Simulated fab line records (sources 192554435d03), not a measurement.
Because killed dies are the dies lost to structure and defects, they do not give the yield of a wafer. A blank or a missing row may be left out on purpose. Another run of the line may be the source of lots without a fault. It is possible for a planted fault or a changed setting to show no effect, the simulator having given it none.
Chamber matching :: flow n5_finfet :: 4 sister chambers for N5_BEOL_M10_STRIP_36 on rie_diel-05
The step strips in N2/H2. 8 wafers are shown with their chamber, then 7 later ones without.

## WAFERS, EACH WITH ITS CHAMBER
wafer: L081.6
chamber: 0
throttle_valve_pct (%): 23.59
drypump_motor_current_A (A): 5.3

wafer: L082.1
chamber: 2
throttle_valve_pct (%): 23.82
drypump_motor_current_A (A): 5.6

wafer: L082.3
chamber: 0
throttle_valve_pct (%): 23.58
drypump_motor_current_A (A): 5.4

wafer: L087.1
chamber: 3
throttle_valve_pct (%): 23.14
drypump_motor_current_A (A): 5.6

wafer: L087.2
chamber: 2
throttle_valve_pct (%): 23.79
drypump_motor_current_A (A): 5.6

wafer: L087.5
chamber: 1
throttle_valve_pct (%): 23.33
drypump_motor_current_A (A): 6.2

wafer: L092.1
chamber: 3
throttle_valve_pct (%): 23.15
drypump_motor_current_A (A): 5.6

wafer: L092.2
chamber: 1
throttle_valve_pct (%): 23.34
drypump_motor_current_A (A): 6.2

## WAFERS MISSING THEIR CHAMBER
wafer: L092.4
throttle_valve_pct (%): 23.50
drypump_motor_current_A (A): 5.7

wafer: L095.2
throttle_valve_pct (%): 23.49
drypump_motor_current_A (A): 5.7

wafer: L095.5
throttle_valve_pct (%): 23.53
drypump_motor_current_A (A): 5.6

wafer: L095.6
throttle_valve_pct (%): 23.36
drypump_motor_current_A (A): 6.2

wafer: L094.1
throttle_valve_pct (%): 23.66
drypump_motor_current_A (A): 5.3

wafer: L094.3
throttle_valve_pct (%): 23.52
drypump_motor_current_A (A): 5.6

wafer: L094.4
throttle_valve_pct (%): 23.63
drypump_motor_current_A (A): 5.3

## CHAMBER TAKEN BY EACH
wafer: L092.4
from the rows above: 0
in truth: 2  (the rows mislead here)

wafer: L095.2
from the rows above: 0
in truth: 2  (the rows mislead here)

wafer: L095.5
from the rows above: 0
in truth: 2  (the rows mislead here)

wafer: L095.6
from the rows above: 1
in truth: 1

wafer: L094.1
from the rows above: 0
in truth: 0

wafer: L094.3
from the rows above: 0
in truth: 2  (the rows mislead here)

wafer: L094.4
from the rows above: 0
in truth: 0
3 of 7 placed correctly. Number that these rows cannot place: 0. 4 placed wrongly.
How it was worked out, from the rows above alone: a wafer's distance from a chamber is the root of the sum, over the readings, of the square of ((its reading less the chamber's mean) divided by the reading's scatter). The wafer belongs to the nearest chamber; if the next one is less than 2 further off, it can't be placed. For every chamber, the mean is computed from those of its wafers that are shown. The scatter: take each reading less its chamber's mean, square it, sum over the shown wafers, divide by the number of wafers less the number of chambers, and take the root.
